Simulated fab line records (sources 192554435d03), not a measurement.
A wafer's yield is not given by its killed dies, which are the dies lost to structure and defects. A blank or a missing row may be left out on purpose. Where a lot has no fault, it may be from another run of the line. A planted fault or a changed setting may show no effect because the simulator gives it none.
Which tool is to blame?	flow n5-finfet	Sampling: 24 lots, 72 wafers, 6 of 1938 route steps

== WHAT THE GAUGES READ, wafer by wafer ==
N5_BEOL_M12_INSPECT_12: inspects for defects (macro).
lot	measured	on	raw-defect-count
L074	day 10 09:32	defect-inspect-02	0 1 2
L076	day 10 20:20	defect-inspect-02	2 3 3
L075	day 10 22:20	defect-inspect-02	3 4 3
L077	day 11 11:52	defect-inspect-01	4 1 1
L079	day 11 17:45	defect-inspect-01	2 2 4
L078	day 11 20:13	defect-inspect-02	1 1 3
L080	day 11 23:04	defect-inspect-02	5 1 2
L081	day 12 20:41	defect-inspect-01	2 3 1
L082	day 13 02:47	defect-inspect-02	6 5 1
L083	day 13 14:25	defect-inspect-02	2 0 1
L084	day 13 22:53	defect-inspect-01	2 2 3
L087	day 14 15:09	defect-inspect-02	3 3 2
L086	day 14 16:35	defect-inspect-02	4 2 0
L085	day 14 17:16	defect-inspect-02	3 1 2
L088	day 14 19:08	defect-inspect-02	1 2 1
L089	day 14 21:33	defect-inspect-02	3 2 3
L090	day 14 22:06	defect-inspect-02	2 1 2
L091	day 15 09:28	defect-inspect-02	6 2 2
L092	day 15 13:36	defect-inspect-02	0 4 0
L094	day 15 19:07	defect-inspect-02	6 1 0
L093	day 15 19:44	defect-inspect-02	0 0 3
L095	day 16 06:21	defect-inspect-01	2 0 0
L096	day 17 06:56	defect-inspect-02	0 2 2
L097	day 17 16:53	defect-inspect-02	3 3 3

N5_BEOL_M13_CD_MEAS_17: the cd target is 190 nm.
lot	measured	on	cd-nm (nm)
L074	day 10 14:54	cd-sem-02	191.0 190.2 191.0
L076	day 11 03:14	cd-sem-02	187.7 187.8 188.6
L075	day 11 03:29	cd-sem-02	190.9 192.1 191.8
L077	day 11 16:30	cd-sem-01	188.8 190.0 188.5
L079	day 11 22:29	cd-sem-02	193.2 192.6 191.7
L078	day 12 00:59	cd-sem-02	191.7 192.4 193.3
L080	day 12 06:00	cd-sem-02	190.0 191.3 190.7
L081	day 13 02:56	cd-sem-01	187.6 186.1 188.0
L082	day 13 14:28	cd-sem-02	189.4 189.3 190.7
L083	day 13 20:55	cd-sem-02	190.7 191.7 189.0
L084	day 14 11:01	cd-sem-02	191.6 192.3 192.1
L087	day 14 22:21	cd-sem-02	191.4 191.7 191.0
L086	day 14 22:46	cd-sem-02	189.3 187.9 188.7
L085	day 14 23:05	cd-sem-03	190.2 190.9 190.4
L088	day 15 01:47	cd-sem-01	188.7 188.8 189.2
L089	day 15 03:05	cd-sem-03	191.8 191.4 193.2
L090	day 15 03:27	cd-sem-02	191.3 191.5 189.9
L091	day 15 17:09	cd-sem-02	190.4 188.2 189.3
L092	day 15 20:56	cd-sem-02	188.4 188.4 189.6
L094	day 16 01:02	cd-sem-03	189.6 189.6 190.1
L093	day 16 01:55	cd-sem-01	190.7 189.8 188.7
L095	day 16 13:12	cd-sem-02	190.3 190.4 189.5
L096	day 17 13:16	cd-sem-01	191.9 191.3 190.9
L097	day 17 22:14	cd-sem-02	191.7 191.1 194.8

== WHAT TOOL EACH LOT RAN ON (gives the tool, then ch and the chambers of the sampled wafers, and finally the start) ==
lot	N5_BEOL_M12_ETCH_38	N5_BEOL_M12_PRE_CLEAN_42	N5_BEOL_M13_ILD_DEP_00	N5_BEOL_M13_ETCH_59
L074	rie-diel-06 ch 1,2,3, day 10 11:22	pvd-sputter-01, day 10 11:54	pecvd-01 ch 1,2, day 10 13:29	rie-diel-05 ch 0,1, day 10 14:24
L076	rie-diel-01 ch 2,3, day 11 00:19	pvd-sputter-03, day 11 00:43	pecvd-03 ch 1,2, day 11 01:58	rie-diel-04 ch 2,3, day 11 02:32
L075	rie-diel-06 ch 1,2,3, day 11 00:37	pvd-sputter-03, day 11 01:02	pecvd-02 ch 0,1,2, day 11 02:16	rie-diel-04 ch 1,2,3, day 11 02:59
L077	rie-diel-01 ch 0,2, day 11 13:34	pvd-sputter-02, day 11 14:06	pecvd-02 ch 0,2, day 11 15:22	rie-diel-04 ch 2,3, day 11 16:00
L079	rie-diel-01 ch 2,3, day 11 19:31	pvd-sputter-01, day 11 19:47	pecvd-01 ch 0,1,2, day 11 21:17	rie-diel-04 ch 1,2,3, day 11 22:00
L078	rie-diel-06 ch 0,2,3, day 11 22:08	pvd-sputter-01, day 11 22:22	pecvd-03 ch 0,1,2, day 11 23:54	rie-diel-03 ch 0,1,3, day 12 00:28
L080	rie-diel-02 ch 0,1,2, day 12 02:20	pvd-sputter-02, day 12 03:08	pecvd-01 ch 0,1,2, day 12 04:48	rie-diel-03 ch 0,1,3, day 12 05:31
L081	rie-diel-02 ch 0,2,3, day 13 00:02	pvd-sputter-02, day 13 00:37	pecvd-02 ch 0,1,2, day 13 01:52	rie-diel-03 ch 0,2,3, day 13 02:26
L082	rie-diel-01 ch 0,1,3, day 13 11:40	pvd-sputter-01, day 13 12:08	pecvd-01 ch 0,1,2, day 13 13:23	rie-diel-03 ch 1,2,3, day 13 13:58
L083	rie-diel-02 ch 1,2,3, day 13 18:08	pvd-sputter-02, day 13 18:35	pecvd-03 ch 0,1,2, day 13 19:50	rie-diel-04 ch 1,2,3, day 13 20:25
L084	rie-diel-01 ch 1,2,3, day 14 00:35	pvd-sputter-01, day 14 01:02	pecvd-03 ch 0,2, day 14 02:19	rie-diel-05 ch 0,2,3, day 14 10:31
L087	rie-diel-01 ch 1,2, day 14 19:32	pvd-sputter-01, day 14 20:02	pecvd-03 ch 0,2, day 14 21:17	rie-diel-03 ch 1,2, day 14 21:51
L086	rie-diel-06 ch 2,3, day 14 19:43	pvd-sputter-02, day 14 20:02	pecvd-03 ch 1,2, day 14 21:34	rie-diel-05 ch 0,1,3, day 14 22:16
L085	rie-diel-01 ch 0,2, day 14 19:55	pvd-sputter-02, day 14 20:22	pecvd-02 ch 0,1,2, day 14 21:53	rie-diel-04 ch 1,2,3, day 14 22:35
L088	rie-diel-06 ch 0,1, day 14 22:28	pvd-sputter-02, day 14 23:19	pecvd-02 ch 0,1,2, day 15 00:35	rie-diel-05 ch 1,3, day 15 01:17
L089	rie-diel-02 ch 0,1, day 14 23:14	pvd-sputter-03, day 15 00:38	pecvd-03 ch 0,2, day 15 01:53	rie-diel-04 ch 0,3, day 15 02:35
L090	rie-diel-02 ch 0,2,3, day 15 00:41	pvd-sputter-03, day 15 01:08	pecvd-03 ch 0,1,2, day 15 02:23	rie-diel-05 ch 1,2,3, day 15 02:58
L091	rie-diel-01 ch 0,1,3, day 15 14:11	pvd-sputter-03, day 15 14:31	pecvd-02 ch 0,1,2, day 15 15:57	rie-diel-04 ch 0,1,3, day 15 16:39
L092	rie-diel-06 ch 0,2, day 15 17:49	pvd-sputter-03, day 15 18:19	pecvd-02 ch 0,1, day 15 19:48	rie-diel-05 ch 0,3, day 15 20:26
L094	rie-diel-06 ch 1,2,3, day 15 22:16	pvd-sputter-01, day 15 22:43	pecvd-01 ch 0,2, day 15 23:58	rie-diel-03 ch 1,2, day 16 00:32
L093	rie-diel-02 ch 0,1,2, day 15 22:55	pvd-sputter-01, day 15 23:35	pecvd-03 ch 0,1, day 16 00:50	rie-diel-05 ch 0,1, day 16 01:25
L095	rie-diel-06 ch 0,2,3, day 16 09:22	pvd-sputter-02, day 16 09:51	pecvd-01 ch 0,1,2, day 16 11:57	rie-diel-04 ch 1,3, day 16 12:39
L096	rie-diel-06 ch 1,2,3, day 17 10:23	pvd-sputter-02, day 17 10:54	pecvd-02 ch 0,1,2, day 17 12:11	rie-diel-03 ch 1,2, day 17 12:46
L097	rie-diel-01 ch 0,1,3, day 17 19:10	pvd-sputter-03, day 17 19:47	pecvd-03 ch 1,2, day 17 21:05	rie-diel-04 ch 1,2,3, day 17 21:44
- N5_BEOL_M12_ETCH_38: etches SiCN in CF4/N2, target depth 68.7 nm, time 73.4 s.
- N5_BEOL_M12_PRE_CLEAN_42: time 30 s.
- N5_BEOL_M13_ILD_DEP_00: deposits SiOC from DEMS/O2, target thk 837.92 nm, time 166.4 s.
- N5_BEOL_M13_ETCH_59: etches BARC in N2/H2, target depth 89 nm, overetch 26.7 nm, time 67.9 s.

== AS READ BY THE TOOLS THEMSELVES (means over the sampled wafers that have a number; for cases with no such wafer, the mark the record gives instead) ==
N5_BEOL_M12_ETCH_38.
lot	tool	drypump-motor-current-A (A)	oes-product-au (a.u.)	rf-vpp-V (V)	showerhead-plenum-p-Torr (Torr)	throttle-valve-pct (%)
L074	rie-diel-06	5.8	0.77	381.6	2.15	15.41
L076	rie-diel-01	6.2	0.88	380.9	2.16	15.14
L075	rie-diel-06	5.8	0.76	381.5	2.14	15.41
L077	rie-diel-01	5.4	0.88	380.4	2.15	15.18
L079	rie-diel-01	6.0	0.84	380.6	2.15	15.11
L078	rie-diel-06	5.7	0.90	383.3	2.27	15.23
L080	rie-diel-02	5.8	0.80	380.9	2.19	15.24
L081	rie-diel-02	5.6	0.74	383.6	2.23	15.33
L082	rie-diel-01	5.7	0.90	381.3	2.16	15.34
L083	rie-diel-02	5.6	0.79	381.7	2.19	15.32
L084	rie-diel-01	5.9	0.86	381.0	2.15	15.28
L087	rie-diel-01	5.6	0.83	381.2	2.14	15.23
L086	rie-diel-06	5.8	0.87	382.5	2.21	15.25
L085	rie-diel-01	5.4	0.85	380.8	2.14	15.24
L088	rie-diel-06	5.4	0.75	384.3	2.27	15.41
L089	rie-diel-02	5.8	0.77	382.0	2.19	15.27
L090	rie-diel-02	5.6	0.73	383.4	2.22	15.35
L091	rie-diel-01	5.7	0.88	381.1	2.15	15.38
L092	rie-diel-06	5.4	0.79	383.4	2.25	15.38
L094	rie-diel-06	5.8	0.82	383.7	2.22	15.31
L093	rie-diel-02	5.8	0.76	381.9	2.18	15.29
L095	rie-diel-06	5.7	0.83	383.0	2.26	15.30
L096	rie-diel-06	5.8	0.80	383.4	2.22	15.34
L097	rie-diel-01	5.7	0.84	381.9	2.14	15.41

N5_BEOL_M12_PRE_CLEAN_42.
lot	tool	heater-power-w (W)
L074	pvd-sputter-01	324
L076	pvd-sputter-03	376
L075	pvd-sputter-03	375
L077	pvd-sputter-02	348
L079	pvd-sputter-01	326
L078	pvd-sputter-01	319
L080	pvd-sputter-02	345
L081	pvd-sputter-02	331
L082	pvd-sputter-01	318
L083	pvd-sputter-02	350
L084	pvd-sputter-01	322
L087	pvd-sputter-01	294
L086	pvd-sputter-02	333
L085	pvd-sputter-02	323
L088	pvd-sputter-02	319
L089	pvd-sputter-03	338
L090	pvd-sputter-03	353
L091	pvd-sputter-03	345
L092	pvd-sputter-03	370
L094	pvd-sputter-01	328
L093	pvd-sputter-01	324
L095	pvd-sputter-02	339
L096	pvd-sputter-02	345
L097	pvd-sputter-03	375

N5_BEOL_M13_ILD_DEP_00.
lot	tool	chamber-pressure-Torr (Torr)	heater-power-outer-w (W)	heater-power-w (W)	showerhead-plenum-p-Torr (Torr)	throttle-valve-pct (%)
L074	pecvd-01	5.001	220	407	5.671	12.1
L076	pecvd-03	5.005	271	474	5.697	11.7
L075	pecvd-02	4.995	229	436	5.693	11.7
L077	pecvd-02	5.012	220	404	5.696	11.9
L079	pecvd-01	4.993	220	403	5.667	12.7
L078	pecvd-03	4.993	247	446	5.684	11.6
L080	pecvd-01	4.998	247	425	5.681	12.7
L081	pecvd-02	5.007	254	461	5.695	11.5
L082	pecvd-01	4.998	248	438	5.672	12.9
L083	pecvd-03	5.015	287	499	5.695	11.8
L084	pecvd-03	5.000	251	465	5.676	11.6
L087	pecvd-03	5.013	261	469	5.673	11.7
L086	pecvd-03	5.000	294	490	5.718	11.4
L085	pecvd-02	4.990	248	450	5.693	11.5
L088	pecvd-02	4.995	252	444	5.688	11.9
L089	pecvd-03	5.002	244	463	5.670	11.7
L090	pecvd-03	5.009	288	504	5.690	11.7
L091	pecvd-02	4.981	240	445	5.692	11.7
L092	pecvd-02	4.995	292	522	5.690	11.4
L094	pecvd-01	4.989	252	444	5.669	12.9
L093	pecvd-03	4.998	263	477	5.688	12.1
L095	pecvd-01	4.999	247	445	5.666	12.7
L096	pecvd-02	5.013	246	448	5.698	11.7
L097	pecvd-03	5.006	281	471	5.716	11.4

N5_BEOL_M13_ETCH_59.
lot	tool	drypump-motor-current-A (A)	oes-product-au (a.u.)	rf-vpp-V (V)	showerhead-plenum-p-Torr (Torr)	throttle-valve-pct (%)
L074	rie-diel-05	5.4	0.65	525.8	2.59	18.14
L076	rie-diel-04	6.5	0.61	522.1	2.52	17.94
L075	rie-diel-04	6.4	0.62	523.8	2.53	17.99
L077	rie-diel-04	6.4	0.60	522.7	2.53	17.92
L079	rie-diel-04	6.4	0.62	523.6	2.53	18.00
L078	rie-diel-03	6.0	0.63	523.5	2.50	17.95
L080	rie-diel-03	6.0	0.63	523.6	2.50	17.96
L081	rie-diel-03	5.8	0.60	522.8	2.51	17.93
L082	rie-diel-03	5.7	0.63	523.1	2.49	17.91
L083	rie-diel-04	6.4	0.61	523.2	2.52	18.03
L084	rie-diel-05	5.5	0.64	526.1	2.61	18.14
L087	rie-diel-03	5.8	0.66	522.1	2.48	17.88
L086	rie-diel-05	5.6	0.64	525.9	2.62	18.10
L085	rie-diel-04	6.4	0.60	522.7	2.52	18.04
L088	rie-diel-05	5.8	0.65	527.9	2.66	18.00
L089	rie-diel-04	6.1	0.62	524.5	2.57	17.88
L090	rie-diel-05	5.7	0.62	526.5	2.63	18.06
L091	rie-diel-04	6.0	0.62	524.2	2.57	17.97
L092	rie-diel-05	5.6	0.66	525.6	2.63	18.10
L094	rie-diel-03	5.7	0.63	522.7	2.49	17.87
L093	rie-diel-05	5.6	0.61	525.0	2.59	18.12
L095	rie-diel-04	6.3	0.59	523.8	2.51	18.05
L096	rie-diel-03	5.8	0.65	521.6	2.47	17.92
L097	rie-diel-04	6.4	0.67	522.0	2.51	17.93

== THE ANSWER, worked out from the rows above alone ==
Rule: the lots themselves supply what counts as usual. Put in order of their means at a reading, lots are off if they are a third of the lots or fewer, leave a main group of 4 or more, and stand apart from it by a gap of 3 or more times the standard deviation of the main group's means; of several such gaps the widest counts. Not used: any main group whose means are identical at the precision the tables above print for the reading. Also off: a lot with no number at a reading for which 4 or more lots have one. The other lots that the step has rows for count as sound. First the gauges in route order, then the tools' own readings, where a lot's mean is used as printed above. The first step at which some lot is off is used, and at that step the reading that is off furthest; a lot without a number counts as furthest.
No lot is off on any of the readings shown, so nothing can be concluded from this.

== WHAT THE SIMULATOR PUT IN ==
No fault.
